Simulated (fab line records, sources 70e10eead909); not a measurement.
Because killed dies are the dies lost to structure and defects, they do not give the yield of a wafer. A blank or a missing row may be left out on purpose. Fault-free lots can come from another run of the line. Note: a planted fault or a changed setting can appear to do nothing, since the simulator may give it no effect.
Chamber matching + flow nand_harc + NHARC_A_STAIRCASE_DEP_151 on pecvd-01: 3 sister chambers
The step deposits SiO2, target thk 7200 nm. 6 wafers are shown with their chamber, then 8 later ones without.

EACH WAFER AND ITS CHAMBER
| wafer  | chamber | heater_power_w (W) |
|--------|---------|--------------------|
| L389.5 | 2       | 439                |
| L392.3 | 2       | 561                |
| L392.4 | 1       | 563                |
| L396.4 | 0       | 777                |
| L396.6 | 1       | 600                |
| L402.1 | 0       | 920                |

WAFERS WITHOUT THEIR CHAMBER
| wafer  | heater_power_w (W) |
|--------|--------------------|
| L402.2 | 482                |
| L402.5 | 621                |
| L403.3 | 901                |
| L403.5 | 617                |
| L403.6 | 770                |
| L405.2 | 767                |
| L405.5 | 402                |
| L405.6 | 617                |

WHICH CHAMBER EACH WENT THROUGH
| wafer  | from the rows above     | in truth |
|--------|-------------------------|----------|
| L402.2 | can't be placed: 2 or 1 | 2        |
| L402.5 | can't be placed: 1 or 2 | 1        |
| L403.3 | 0                       | 0        |
| L403.5 | can't be placed: 1 or 2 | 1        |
| L403.6 | can't be placed: 0 or 1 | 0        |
| L405.2 | can't be placed: 0 or 1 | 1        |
| L405.5 | can't be placed: 2 or 1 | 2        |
| L405.6 | can't be placed: 1 or 2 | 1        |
Correctly placed: 1 of 8. Unplaceable from these rows: 7, with the true chamber sitting among the candidates in 7. Placed wrongly: 0.
How it was worked out, from the rows above alone: a wafer's distance from a chamber is the root of the sum, over the readings, of the square of ((its reading less the chamber's mean) divided by the reading's scatter). The wafer belongs to the nearest chamber; if the next one is less than 2 further off, it can't be placed. Each chamber's mean is taken over the wafers shown for it. The scatter: the root of (the sum of the squares of (reading less its chamber's mean) over the shown wafers, divided by (wafers less chambers)).
